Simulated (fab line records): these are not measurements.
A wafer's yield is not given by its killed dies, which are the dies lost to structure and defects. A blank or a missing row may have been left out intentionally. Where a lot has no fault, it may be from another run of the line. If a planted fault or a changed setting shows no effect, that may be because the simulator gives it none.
A struck lot beside a sound one | flow n5-finfet | 39 steps out of a route of 1938
Sound: these wafers, L641.1, L641.2, L641.4. Wafers L653.2, L653.3, L653.4 were the ones struck. The cause is given at the end.
At each step with rows: each side's tool, then ch and its chambers, then its first start. Under that, the readings that differ: sound wafers | struck wafers | difference of the means | sigmas: that difference in standard deviations of wafers without a fault.
alike: same words and numbers on both sides, and readings whose means sit less than 2 such deviations apart. not compared: any withheld reading, any reading some wafer has no value for, any bound like >300 that may hide the same value, and any number with overlapping values for which the record gives no deviation.
Wherever a step has rows on one side only, a row that says differs or no value, or a row with sigmas, the two part there. When numbers do not overlap yet have no deviation, they are printed without sigmas and do not part them. A reading missing from all wafers of one side parts the sides only when that side holds two or more wafers.

first, 9 steps without rows for these wafers: N5_BEOL_M4_ANNEAL_95 (time 240 s); N5_BEOL_M4_SPUTTER_96 (material Cu, target thk 4.5 nm, time 8.29 s); N5_BEOL_M4_ECD_50 (material Cu, target thk 300 nm); N5_BEOL_M4_ANNEAL_51 (time 90 s); N5_BEOL_M4_CMP_52 (polishes, stops on SiOC, t overpolish 6.8 s, target thk 40 nm); N5_BEOL_M4_PRE_CLEAN_60 (time 15 s); N5_BEOL_M4_CO_CAP_55 (material Co, precursor CCTBA/H2, target thk 2 nm, time 102.1 s); N5_BEOL_M4_PRE_CLEAN_56 (time 15 s); N5_BEOL_M4_DEP_57 (deposits SiCN from 3MS/NH3, target thk 8 nm, time 14 s).
N5_BEOL_M4_RC_MEAS_101:
  sound on prober-02 ch 0, day 8 20:35; struck on prober-01 ch 0, day 11 01:55
  alike: DIBL_N, DIBL_P, IOFF_N, IOFF_P, ION_N, ION_P, SS_N, SS_P, VT_N, VT_P
then, 24 steps without rows for these wafers: N5_BEOL_M5_ILD_DEP_00 (deposits SiCOH lowk from DEMS/porogen, target thk 140.64 nm, time 25.9 s); N5_BEOL_M5_CURE_79 (cures SiCOH lowk, time 240 s); N5_BEOL_M5_PECVD_70 (deposits SiO2 from TEOS/O2, target thk 16 nm, time 18 s); N5_BEOL_M5_HM_DEP_02 (deposits TiN, target thk 20 nm); N5_BEOL_M5_COAT_59 (time 60 s, resist thk 60 nm); N5_BEOL_M5_COAT_60 (time 60 s, resist thk 12 nm); N5_BEOL_M5_COAT_71 (time 60 s, resist thk 5 nm); N5_BEOL_M5_COAT_05 (resist thk 30 nm); N5_BEOL_M5_EBR_07; N5_BEOL_M5_SOFTBAKE_06 (time 60 s); N5_BEOL_M5_EXPOSE_08 (exposes mask M5, target cd 28 nm); N5_BEOL_M5_PEB_09 (peb time 60 s); N5_BEOL_M5_DEVELOP_10 (develop time 30 s); N5_BEOL_M5_DESCUM_16 (chemistry O2, time 7 s); N5_BEOL_M5_ETCH_72 (etches underlayer in N2/H2, target depth 6.5 nm, time 5.2 s); N5_BEOL_M5_ETCH_61 (etches SiARC in CF4, target depth 15.6 nm, time 26 s); N5_BEOL_M5_ETCH_62 (etches SOC in N2/H2, target depth 75 nm, overetch 15 nm, time 112.5 s); N5_BEOL_M5_STRIP_63 (strips in N2/H2); N5_BEOL_M5_STRIP_73 (strips in N2/H2); N5_BEOL_M5_STRIP_64 (strips in CF4); N5_BEOL_M5_HM_OPEN_17 (chemistry Cl2/BCl3, target TiN, target depth 20 nm, overetch 6 nm); N5_BEOL_M5_STRIP_19 (strips in O2); N5_BEOL_M5_COAT_65 (time 60 s, resist thk 60 nm); N5_BEOL_M5_COAT_66 (time 60 s, resist thk 12 nm).
N5_BEOL_M7_HM_DEP_02: deposits TiN, target thk 20 nm.
  sound: pvd-sputter-03 at day 9 17:02; struck: pvd-sputter-03 at day 12 06:44
  reading                                    | sound      | struck       | difference | sigmas
  model.TiN_of_BEOL_M7_HM_DEP_02.thk-nm (nm) | 20.4 20 20 | 27.4 27 26.6 | +6.9       |
  alike: chamber-pressure-pa, substrate-temp-c, susceptor-temp-C, throttle-valve-pct
N5_BEOL_M7_HM_OPEN_17: chemistry Cl2/BCl3, target TiN, target depth 20 nm, overetch 6 nm.
  sound on rie-metal-02 ch 0,1, day 9 17:46; struck on rie-metal-01 ch 1, day 12 08:14
  reading                  | sound             | struck            | difference | sigmas
  oes-product-au (a.u.)    | 0.70 0.56 0.69    | 0.92 0.92 0.91    | +0.27      | +2
  throttle-valve-pct (%)   | 22.05 22.15 22.06 | 21.71 21.70 21.70 | -0.38      | -3
  model.etch.depth-nm (nm) | 20.47 19.91 19.96 | 25.45 25.6 25.41  | +5.37      |
  alike: drypump-motor-current-A
  not compared: rf-hours-counter-h
N5_BEOL_M7_TRENCH_ETCH_37: etches SiCOH lowk in C4F6/O2, target depth 93.478 nm, time 31.2 s.
  sound: rie-diel-04 ch 0,2,3; struck: rie-diel-04 ch 0,2,3
  reading                                    | sound          | struck       | difference | sigmas
  model.TiN_of_BEOL_M7_HM_DEP_02.thk-nm (nm) | 17.8 17.2 17.4 | 24.8 24.4 24 | +6.9       |
  alike: C4F6_flow_sccm, drypump-motor-current-A, oes_o_777_au, oes-product-au, rf-vpp-V, showerhead-plenum-p-Torr, throttle-valve-pct
  not compared: rf-hours-counter-h
N5_BEOL_M7_OCD_MEAS_38:
  sound: ocd-01 at day 9 19:19; struck: ocd-02 at day 12 10:22
  reading              | sound          | struck         | difference | sigmas
  trench-depth-nm (nm) | 95.4 95.9 92.5 | 68.0 79.4 85.0 | -17.1      | -10
-- a jump in the record: the struck wafers' starts before and after are 3 days apart (it breaks off in module BEOL_M7 and resumes in module PASSIVATION, where the first step shown is number 1936 of the route) --
N5_PASSIVATION_PROBE_49:
  sound: prober-02 at day 13 04:01; struck: prober-02 at day 15 13:58
  reading                  | sound          | struck         | difference | sigmas
  defect-limited-yield (%) | 92.5 93.5 93.1 | 65.8 80.5 85.9 | -15.6      | -10
  killed_at_M4_up          | 5 7 12         | 309 136 92     | +171       | +30
  killed-dies              | 89 77 81       | 404 230 166    | +184       | +10
  killed-on-rim            | 11 11 14       | 133 72 47      | +72        | +18
  sort_bin_5_function (%)  | 4.2 3.8 4.0    | 30.3 15.2 11.0 | +14.8      | +13
  sort-n-pass              | 1091 1103 1099 | 776 950 1014   | -184       | -10
  sort-yield-pct (%)       | 92.5 93.5 93.1 | 65.8 80.5 85.9 | -15.6      | -10
  alike: killed_at_M0_to_M3, killed-at-contacts, killed-at-front-end, killed-at-other, killed-open, killed-short, sort_bin_6_memory

## WHERE THEY PART
Last at N5_PASSIVATION_PROBE_49 as far as this record goes, first at N5_BEOL_M7_HM_OPEN_17.

WHY: what had been put in by the simulator
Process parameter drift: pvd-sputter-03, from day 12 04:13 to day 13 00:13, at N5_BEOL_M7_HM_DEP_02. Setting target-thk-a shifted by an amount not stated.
